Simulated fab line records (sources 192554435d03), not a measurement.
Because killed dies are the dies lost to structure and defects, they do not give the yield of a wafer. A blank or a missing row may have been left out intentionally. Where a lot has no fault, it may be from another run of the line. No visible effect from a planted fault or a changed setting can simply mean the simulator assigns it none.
fab line records	flow n5_finfet	part 1 of 2: steps 1 to 4 of 6
record: lots: 23	wafers: 69	last_day: 18
route steps=1938 shown SD_EPI_N@282 SD_EPI_P@308 SD_ACTIVATION@330 SDB@357
lots untouched by any fault: they come from a run of this same line in which no faults occurred
start_h: the number of hours between the record's first day and the start of the first shown wafer of the lot	wait_h: hours since the lot's step before	" same as the row above	L1.1+2: several wafers, shown together as one row	- no value, or no start given	* or withheld: withheld	< > ~ a bound
route shown NAME@n: a module of which the file shows steps, and the number in the route of the first	usual: mean/standard deviation taken from wafers without a fault	same: alike in all rows	chamber/n: place in a boat	sites: the reading at each site	_std_site: the values' standard deviation	_edge_site: outer sites' mean less inner sites'	radius_mm: for every site, how far away it sits from the centre of the wafer	mask NAME#n: copy n	behind: tool/chamber where the wafer was last shaped	hold: reason for holding the lot/hours on hold/outcome of the hold	device: whichever transistor did not switch (one of n, p or np)	end of line: tests of these same wafers at the route's end	a step given without rows: its recipe and nothing more	killed: not the wafer's yield, but the dies lost to structure and defects at the first sort	map: per-die view of a wafer (x killed, . not killed, _ where there is no die)
set.NAME: the setting the step ran with; set.NAME@STEP: the setting that earlier step ran with	model.NAME: the simulator's own value behind a step, which no gauge read
one table for each step of the route and one row for each wafer, over a sample of lots
services: when a tool's chamber went out of use (start_h, in hours from the record's first day, below 0 if earlier), for how many hours, and the reason
== steps ==
step: N5_SD_EPI_N_STRIP_38
recipe: chemistry: N2/H2	power_w: 1000	temp_c: 250	h2_frac: 0.65	overash_fraction: 0.3	pressure_mtorr: withheld	n2_flow_sccm: 1750	h2_flow_sccm: 3250
usual: drypump_motor_current_A: 5.6/0.33	heater_power_w: 355/39	oes_product_au: 0.762/0.011
lot.wafer	tool	chamber	start_h	wait_h	drypump_motor_current_A	heater_power_w	oes_product_au	rf_hours_counter_h
L074.1	plasma_asher-01	1	52.68	0.1	6.0	335	0.766	80
L074.3	"	1	"	"	5.9	343	0.769	-
L074.6	"	1	"	"	6.0	334	0.770	-
L075.1	plasma_asher-02	1	59.62	0.1	5.9	342	0.762	32
L075.4	"	0	"	"	5.4	303	0.764	-
L075.5	"	0	"	"	5.4	303	0.759	-
L076.2	plasma_asher-02	0	63.12	0.1	5.4	309	0.761	33
L076.3	"	0	"	"	5.4	305	0.752	-
L076.6	"	1	"	"	5.9	346	0.775	-
L077.1	plasma_asher-02	0	76.39	0.1	5.5	307	0.752	35
L077.2	"	1	"	"	5.8	351	0.774	35
L077.4	"	0	"	"	5.4	304	0.764	-
L078.1	plasma_asher-01	0	80.26	0.1	5.2	418	0.759	85
L078.2	"	1	"	"	6.0	338	0.744	85
L078.6	"	1	"	"	6.0	335	0.755	-
L080.2	plasma_asher-01	1	89.03	0.1	6.0	337	0.741	86
L080.3	"	0	"	"	5.2	403	0.758	-
L080.4	"	1	"	"	6.0	336	0.751	-
L081.1	plasma_asher-01	0	92.57	0.1	5.2	417	0.773	88
L081.3	"	0	"	"	5.2	406	0.764	-
L081.6	"	0	"	"	5.2	408	0.753	-
L082.2	plasma_asher-01	1	99.62	0.1	6.0	340	0.751	88
L082.3	"	1	"	"	6.0	342	0.761	-
L082.6	"	0	"	"	5.2	415	0.746	-
L083.3	plasma_asher-01	0	104.17	0.1	5.2	412	0.764	-
L083.4	"	1	"	"	5.9	330	0.758	-
L083.5	"	1	"	"	5.9	336	0.752	-
L084.1	plasma_asher-01	1	109.40	0.1	6.0	335	0.760	90
L084.2	"	0	"	"	5.2	415	0.783	90
L084.5	"	1	"	"	6.0	337	0.757	-
L085.2	plasma_asher-02	0	118.44	0.1	5.4	308	0.764	43
L085.5	"	1	"	"	5.8	345	0.773	-
L085.6	"	0	"	"	5.4	306	0.759	-
L086.1	plasma_asher-02	0	122.55	0.2	5.4	306	0.748	44
L086.2	"	1	"	"	5.9	341	0.752	44
L086.5	"	1	"	"	5.8	350	0.781	-
L087.2	plasma_asher-02	1	127.84	0.1	5.8	349	0.784	45
L087.4	"	1	"	"	5.8	350	0.766	-
L087.6	"	0	"	"	5.4	305	0.741	-
L088.1	plasma_asher-01	0	133.78	0.1	5.2	403	0.762	96
L088.5	"	0	"	"	5.2	411	0.764	-
L088.6	"	1	"	"	6.0	331	0.760	-
L089.2	plasma_asher-01	1	143.58	0.1	6.0	331	0.773	97
L089.4	"	1	"	"	6.0	338	0.762	-
L089.6	"	1	"	"	6.0	325	0.767	-
L091.4	plasma_asher-01	0	154.71	0.1	5.2	409	0.770	-
L091.5	"	1	"	"	6.0	342	0.766	-
L091.6	"	0	"	"	5.2	412	0.749	-
L090.1	plasma_asher-01	0	155.27	0.1	5.2	405	0.764	99
L090.2	"	1	"	"	6.0	334	0.773	99
L090.6	"	0	"	"	5.2	406	0.773	-
L092.1	plasma_asher-02	1	163.20	0.1	5.9	347	0.762	55
L092.2	"	0	"	"	5.4	301	0.773	55
L092.4	"	1	"	"	5.9	343	0.751	-
L093.1	plasma_asher-01	1	168.11	0.1	6.0	327	0.750	101
L093.3	"	1	"	"	6.0	327	0.779	-
L093.4	"	0	"	"	5.2	398	0.772	-
L095.2	plasma_asher-01	1	176.86	0.1	6.0	344	0.769	102
L095.4	"	0	"	"	5.2	409	0.760	-
L095.5	"	0	"	"	5.2	418	0.751	-
L094.1	plasma_asher-01	1	177.38	0.1	6.0	340	0.777	102
L094.3	"	1	"	"	6.0	332	0.770	-
L094.6	"	0	"	"	5.2	400	0.745	-
L096.1	plasma_asher-02	1	184.56	0.1	5.9	348	0.762	59
L096.4	"	1	"	"	5.8	342	0.775	-
L096.5	"	0	"	"	5.4	302	0.796	-
L097.1	plasma_asher-02	0	189.00	0.1	5.4	312	0.771	59
L097.4	"	0	"	"	5.4	312	0.764	-
L097.6	"	0	"	"	5.4	305	0.747	-
step: N5_SD_EPI_P_ETCH_37
recipe: chemistry: N2/H2	target: SOC	overetch_a: 1080	mask_material: SiARC	temp_c: 40	ion_energy_ev: 100	source_w: 3000	bias_w: 133	pressure_mtorr: 20	time_s: 486	n2_flow_sccm: 200	h2_flow_sccm: 200	ends: end_point
usual: drypump_motor_current_A: 5.8/0.45	oes_product_au: 0.70/0.06	rf_fwd_power_W: 2996/7.7	rf_vpp_V: 241.2/1.3	showerhead_plenum_p_Torr: 2.57/0.082	throttle_valve_pct: 23.75/0.22
lot.wafer	tool	chamber	start_h	wait_h	drypump_motor_current_A	oes_product_au	rf_fwd_power_W	rf_hours_counter_h	rf_vpp_V	showerhead_plenum_p_Torr	throttle_valve_pct
L074.1	rie_diel-02	0	58.04	0.0	5.1	0.66	2986	158	239.8	2.53	24.18
L074.3	"	3	"	"	6.6	0.60	2996	250	238.3	2.40	24.13
L074.6	"	0	"	"	5.1	0.65	2989	-	240.9	2.53	24.19
L075.1	rie_diel-04	2	64.00	0.0	5.7	0.69	2983	116	241.1	2.64	23.86
L075.4	"	1	"	"	6.3	0.69	2996	154	243.0	2.65	23.37
L075.5	"	0	"	"	5.6	0.67	2993	-	242.1	2.52	23.87
L076.2	rie_diel-02	2	67.54	0.0	6.6	0.62	2999	252	242.5	2.62	23.97
L076.3	"	1	"	"	5.4	0.80	2995	24	241.5	2.59	23.40
L076.6	"	1	"	"	5.4	0.81	2980	-	241.1	2.59	23.40
L077.1	rie_diel-04	3	81.13	0.0	5.7	0.64	2995	220	240.0	2.63	23.68
L077.2	"	1	"	"	6.3	0.68	3002	159	242.2	2.65	23.35
L077.4	"	0	"	"	5.6	0.67	2991	152	242.2	2.52	23.89
L078.1	rie_diel-04	2	84.77	0.0	5.7	0.68	2988	122	243.2	2.64	23.85
L078.2	"	0	"	"	5.6	0.67	2999	153	240.4	2.52	23.88
L078.6	"	3	"	"	5.8	0.64	2983	-	241.2	2.63	23.68
L080.2	rie_diel-04	0	93.53	0.0	5.6	0.67	3009	156	241.2	2.51	23.87
L080.3	"	3	"	"	5.8	0.64	3007	224	240.8	2.63	23.69
L080.4	"	1	"	"	6.3	0.69	2999	163	242.0	2.65	23.37
L081.1	rie_diel-03	3	97.42	0.0	5.6	0.84	2994	9	242.5	2.71	23.60
L081.3	"	2	"	"	5.0	0.74	2992	79	240.7	2.55	23.67
L081.6	"	1	"	"	6.0	0.70	2991	-	240.0	2.42	23.77
L082.2	rie_diel-04	2	104.98	0.0	5.7	0.67	2991	129	243.7	2.64	23.84
L082.3	"	0	"	"	5.6	0.67	2989	160	241.4	2.51	23.90
L082.6	"	2	"	"	5.7	0.67	3006	-	242.9	2.64	23.88
L083.3	rie_diel-03	3	108.00	0.0	5.7	0.84	3009	12	241.6	2.70	23.60
L083.4	"	0	"	"	5.9	0.70	3012	140	240.7	2.55	23.83
L083.5	"	0	"	"	5.9	0.70	2995	-	240.5	2.55	23.83
L084.1	rie_diel-03	2	113.47	0.0	5.0	0.74	2975	83	240.5	2.55	23.65
L084.2	"	0	"	"	5.9	0.70	3009	142	241.3	2.55	23.85
L084.5	"	2	"	"	5.0	0.74	2991	-	242.4	2.55	23.68
L085.2	rie_diel-04	1	122.80	0.0	6.3	0.68	2996	171	240.7	2.64	23.35
L085.5	"	0	"	"	5.6	0.66	2999	-	240.5	2.51	23.90
L085.6	"	1	"	"	6.3	0.67	2983	-	242.3	2.64	23.36
L086.1	rie_diel-04	0	126.39	0.0	5.6	0.66	2990	166	239.7	2.51	23.91
L086.2	"	1	"	"	6.3	0.67	2982	173	242.6	2.64	23.38
L086.5	"	0	"	"	5.6	0.66	2987	-	240.2	2.51	23.90
L087.2	rie_diel-04	1	131.58	0.0	6.3	0.66	2998	174	241.1	2.64	23.39
L087.4	"	2	"	"	5.7	0.67	3004	136	240.7	2.63	23.90
L087.6	"	1	"	"	6.3	0.67	2990	-	242.1	2.64	23.38
L088.1	rie_diel-03	1	137.60	0.0	6.0	0.69	3009	153	241.0	2.42	23.79
L088.5	"	0	"	"	5.9	0.69	2992	-	240.6	2.54	23.85
L088.6	"	1	"	"	6.0	0.70	2999	-	237.8	2.42	23.77
L089.2	rie_diel-02	1	147.55	0.0	5.4	0.76	3000	51	239.6	2.58	23.43
L089.4	"	2	"	"	6.6	0.83	3012	12	242.5	2.61	23.71
L089.6	"	0	"	"	5.1	0.63	2980	-	239.7	2.51	24.22
L090.1	rie_diel-03	1	158.89	0.0	6.0	0.69	2990	161	240.0	2.42	23.79
L090.2	"	3	"	"	5.7	0.81	3003	26	243.4	2.70	23.62
L090.6	"	1	"	"	6.0	0.68	2990	-	238.3	2.42	23.81
L091.4	rie_diel-04	1	159.39	0.0	6.3	0.67	3012	182	242.8	2.64	23.39
L091.5	"	3	"	"	5.7	0.63	2991	-	243.4	2.62	23.70
L091.6	"	0	"	"	5.6	0.66	2996	-	240.5	2.51	23.90
L092.1	rie_diel-03	0	167.07	0.0	5.9	0.68	3000	157	240.7	2.54	23.86
L092.2	"	2	"	"	5.0	0.73	3005	99	240.4	2.54	23.70
L092.4	"	1	"	"	6.0	0.67	3010	163	239.2	2.42	23.80
L093.1	rie_diel-02	1	171.81	0.0	5.4	0.75	2993	59	242.7	2.58	23.45
L093.3	"	2	"	"	6.6	0.81	2999	19	242.2	2.61	23.73
L093.4	"	3	"	"	6.6	0.82	3001	26	242.1	2.71	23.64
L095.2	rie_diel-04	1	180.60	0.0	6.3	0.66	2993	189	241.2	2.63	23.38
L095.4	"	1	"	"	6.3	0.66	2991	-	241.2	2.63	23.40
L095.5	"	0	"	"	5.6	0.65	2996	-	239.9	2.50	23.92
L094.1	rie_diel-02	0	181.74	0.0	5.1	0.63	2997	199	240.9	2.51	24.21
L094.3	"	2	"	"	6.7	0.80	2990	23	240.4	2.61	23.73
L094.6	"	0	"	"	5.2	0.62	2986	-	239.6	2.51	24.25
L096.1	rie_diel-02	3	188.63	0.0	6.5	0.81	2998	32	242.7	2.71	23.66
L096.4	"	1	"	"	5.4	0.75	2985	66	242.3	2.57	23.45
L096.5	"	2	"	"	6.7	0.80	2999	-	241.7	2.60	23.73
L097.1	rie_diel-03	3	193.30	0.0	5.6	0.78	2979	39	242.6	2.69	23.64
L097.4	"	2	"	"	5.0	0.72	2990	107	241.0	2.54	23.70
L097.6	"	1	"	"	6.0	0.67	3004	-	239.2	2.41	23.80
step: N5_SD_EPI_P_STRIP_40
recipe: chemistry: N2/H2	power_w: 1000	temp_c: 250	h2_frac: 0.65	overash_fraction: 0.3	pressure_mtorr: withheld	n2_flow_sccm: 1750	h2_flow_sccm: 3250
usual: drypump_motor_current_A: 5.62/0.29	heater_power_w: 346/37	oes_product_au: 0.763/0.012
lot.wafer	tool	chamber	start_h	wait_h	drypump_motor_current_A	heater_power_w	oes_product_au	rf_hours_counter_h
L074.1	plasma_asher-01	1	58.78	0.0	5.94	336	0.765	81
L074.3	"	1	"	"	5.96	340	0.738	-
L074.6	"	1	"	"	5.97	337	0.763	-
L075.1	plasma_asher-01	0	64.74	0.0	5.20	397	0.768	82
L075.4	"	1	"	"	5.96	333	0.767	-
L075.5	"	1	"	"	5.96	338	0.766	-
L076.2	plasma_asher-02	1	68.28	0.0	5.86	351	0.767	33
L076.3	"	0	"	"	5.39	309	0.769	-
L076.6	"	0	"	"	5.41	302	0.766	-
L077.1	plasma_asher-02	0	81.92	0.1	5.41	309	0.763	36
L077.2	"	1	"	"	5.83	348	0.779	36
L077.4	"	0	"	"	5.42	312	0.753	-
L078.1	plasma_asher-01	0	85.51	0.0	5.24	407	0.752	86
L078.2	"	1	"	"	5.97	337	0.772	86
L078.6	"	0	"	"	5.22	408	0.764	-
L080.2	plasma_asher-02	0	94.28	0.0	5.44	304	0.769	39
L080.3	"	0	"	"	5.45	307	0.765	-
L080.4	"	1	"	"	5.90	335	0.771	-
L081.1	plasma_asher-01	0	98.16	0.0	5.23	398	0.752	88
L081.3	"	1	"	"	5.96	340	0.771	-
L081.6	"	1	"	"	5.98	335	0.728	-
L082.2	plasma_asher-02	1	105.72	0.0	5.86	351	0.772	41
L082.3	"	1	"	"	5.86	347	0.773	-
L082.6	"	0	"	"	5.41	308	0.747	-
L083.3	plasma_asher-02	0	108.78	0.0	5.42	307	0.752	-
L083.4	"	1	"	"	5.84	345	0.740	-
L083.5	"	0	"	"	5.43	313	0.758	-
L084.1	plasma_asher-02	0	114.21	0.0	5.43	296	0.760	42
L084.2	"	1	"	"	5.88	352	0.794	42
L084.5	"	1	"	"	5.87	348	0.753	-
L085.2	plasma_asher-02	0	123.54	0.0	5.41	302	0.775	44
L085.5	"	0	"	"	5.43	304	0.768	-
L085.6	"	1	"	"	5.87	338	0.755	-
L086.1	plasma_asher-02	0	127.13	0.0	5.42	305	0.777	45
L086.2	"	1	"	"	5.86	348	0.751	45
L086.5	"	0	"	"	5.44	309	0.762	-
L087.2	plasma_asher-01	1	132.32	0.0	5.98	334	0.760	95
L087.4	"	0	"	"	5.20	425	0.768	-
L087.6	"	0	"	"	5.21	419	0.775	-
L088.1	plasma_asher-01	0	138.34	0.0	5.23	412	0.767	96
L088.5	"	0	"	"	5.24	412	0.780	-
L088.6	"	1	"	"	5.94	327	0.777	-
L089.2	plasma_asher-02	1	148.29	0.0	5.89	352	0.756	50
L089.4	"	1	"	"	5.86	350	0.760	-
L089.6	"	0	"	"	5.43	302	0.779	-
L090.1	plasma_asher-01	0	159.63	0.0	5.23	410	0.773	100
L090.2	"	1	"	"	5.96	337	0.734	100
L090.6	"	1	"	"	5.98	338	0.762	-
L091.4	plasma_asher-02	1	160.15	0.0	5.85	351	0.774	-
L091.5	"	0	"	"	5.42	313	0.772	-
L091.6	"	1	"	"	5.85	348	0.747	-
L092.1	plasma_asher-01	0	167.81	0.0	5.22	417	0.760	101
L092.2	"	1	"	"	5.98	328	0.762	101
L092.4	"	0	"	"	5.20	411	0.767	-
L093.1	plasma_asher-02	1	172.55	0.0	5.86	351	0.758	56
L093.3	"	1	"	"	5.87	345	0.762	-
L093.4	"	0	"	"	5.42	299	0.754	-
L095.2	plasma_asher-02	0	181.34	0.0	5.42	306	0.756	58
L095.4	"	1	"	"	5.85	350	0.772	-
L095.5	"	0	"	"	5.42	302	0.788	-
L094.1	plasma_asher-02	1	182.48	0.0	5.87	352	0.763	58
L094.3	"	1	"	"	5.85	342	0.749	-
L094.6	"	0	"	"	5.45	301	0.769	-
L096.1	plasma_asher-02	1	189.37	0.0	5.87	354	0.754	60
L096.4	"	1	"	"	5.85	350	0.758	-
L096.5	"	1	"	"	5.84	354	0.751	-
L097.1	plasma_asher-01	0	194.04	0.0	5.24	410	0.771	106
L097.4	"	0	"	"	5.23	422	0.759	-
L097.6	"	1	"	"	5.97	341	0.749	-
step: N5_SD_ACTIVATION_RTA_00
recipe: temp_c: 975	time_s: 0	ambient: N2	idle_temp_c: 600	ramp_up_c_per_s: 150	ramp_down_c_per_s: 60	cool_to_c: 600
usual: lamp_power_pct: 8.96/0.053	lamp_zone_4_pct: 8.952/0.03	wafer_temp_C_max: 974.6/1.9
same: time_s: 0
lot.wafer	tool	chamber	start_h	wait_h	lamp_power_pct	lamp_zone_4_pct	wafer_temp_C_max
L074.1	rtp_anneal-01	0	62.76	0.2	8.94	8.921	974.0
L074.3	"	0	"	"	8.96	8.973	975.8
L074.6	"	0	"	"	8.96	8.935	973.8
L075.1	rtp_anneal-02	0	69.61	0.0	8.88	8.958	974.4
L075.4	"	0	"	"	8.98	8.963	975.6
L075.5	"	0	"	"	8.93	8.956	973.9
L076.2	rtp_anneal-01	0	72.06	0.1	8.94	8.933	970.5
L076.3	"	0	"	"	8.91	8.948	976.8
L076.6	"	0	"	"	8.92	8.937	974.7
L077.1	rtp_anneal-01	0	85.68	0.0	8.93	8.889	972.7
L077.2	"	0	"	"	9.01	8.953	976.1
L077.4	"	0	"	"	8.97	8.961	973.3
L078.1	rtp_anneal-02	0	89.31	0.1	9.02	8.935	976.3
L078.2	"	0	"	"	8.93	8.904	970.6
L078.6	"	0	"	"	8.98	8.978	975.2
L080.2	rtp_anneal-01	0	98.19	0.2	8.96	8.924	975.7
L080.3	"	0	"	"	8.92	9.012	973.3
L080.4	"	0	"	"	8.98	8.911	976.7
L081.1	rtp_anneal-02	0	101.08	0.0	9.09	8.889	975.4
L081.3	"	0	"	"	8.86	8.936	974.1
L081.6	"	0	"	"	9.03	8.948	976.6
L082.2	rtp_anneal-02	0	109.54	0.1	8.82	8.958	976.0
L082.3	"	0	"	"	8.91	8.990	976.3
L082.6	"	0	"	"	8.96	8.948	971.9
L083.3	rtp_anneal-02	0	112.75	0.1	8.88	8.967	973.4
L083.4	"	0	"	"	9.01	8.927	977.3
L083.5	"	0	"	"	8.89	8.989	972.0
L084.1	rtp_anneal-01	0	118.32	0.3	8.94	8.970	972.2
L084.2	"	0	"	"	8.93	8.950	973.8
L084.5	"	0	"	"	8.94	8.914	972.3
L085.2	rtp_anneal-01	0	127.33	0.1	8.92	8.974	975.4
L085.5	"	0	"	"	8.94	8.947	974.0
L085.6	"	0	"	"	8.94	8.903	977.8
L086.1	rtp_anneal-01	0	130.40	0.4	8.91	8.923	975.3
L086.2	"	0	"	"	8.97	8.931	974.7
L086.5	"	0	"	"	9.01	8.928	975.0
L087.2	rtp_anneal-02	0	135.26	0.1	8.88	8.956	975.0
L087.4	"	0	"	"	8.88	8.974	976.3
L087.6	"	0	"	"	8.93	8.979	973.3
L088.1	rtp_anneal-02	0	141.41	0.2	8.99	8.950	973.6
L088.5	"	0	"	"	8.99	9.003	975.8
L088.6	"	0	"	"	9.04	8.968	973.5
L089.2	rtp_anneal-02	0	151.23	0.1	8.91	8.992	969.2
L089.4	"	0	"	"	8.96	9.039	972.8
L089.6	"	0	"	"	8.90	8.944	973.4
L090.1	rtp_anneal-01	0	162.57	0.1	8.99	8.988	972.4
L090.2	"	0	"	"	8.90	8.952	973.6
L090.6	"	0	"	"	8.89	9.005	978.0
L091.4	rtp_anneal-01	0	163.93	0.1	8.97	8.954	972.9
L091.5	"	0	"	"	8.97	8.924	970.1
L091.6	"	0	"	"	8.94	8.972	978.8
L092.1	rtp_anneal-02	0	170.79	0.1	8.96	9.002	976.7
L092.2	"	0	"	"	8.96	8.974	972.4
L092.4	"	0	"	"	8.92	8.940	976.4
L093.1	rtp_anneal-01	0	175.47	0.0	8.93	8.961	976.6
L093.3	"	0	"	"	8.98	8.952	975.0
L093.4	"	0	"	"	9.00	8.954	974.1
L095.2	rtp_anneal-01	0	184.33	0.1	9.01	8.906	975.5
L095.4	"	0	"	"	9.01	8.997	974.1
L095.5	"	0	"	"	8.99	8.928	974.9
L094.1	rtp_anneal-02	0	185.40	0.0	8.94	8.957	972.7
L094.3	"	0	"	"	8.91	8.920	973.3
L094.6	"	0	"	"	8.94	8.912	973.4
L096.1	rtp_anneal-02	0	192.31	0.0	9.01	8.973	976.9
L096.4	"	0	"	"	8.86	8.936	974.7
L096.5	"	0	"	"	8.97	8.912	974.6
L097.1	rtp_anneal-01	0	196.99	0.0	8.99	8.947	976.5
L097.4	"	0	"	"	8.87	8.990	972.5
L097.6	"	0	"	"	9.04	8.917	976.2
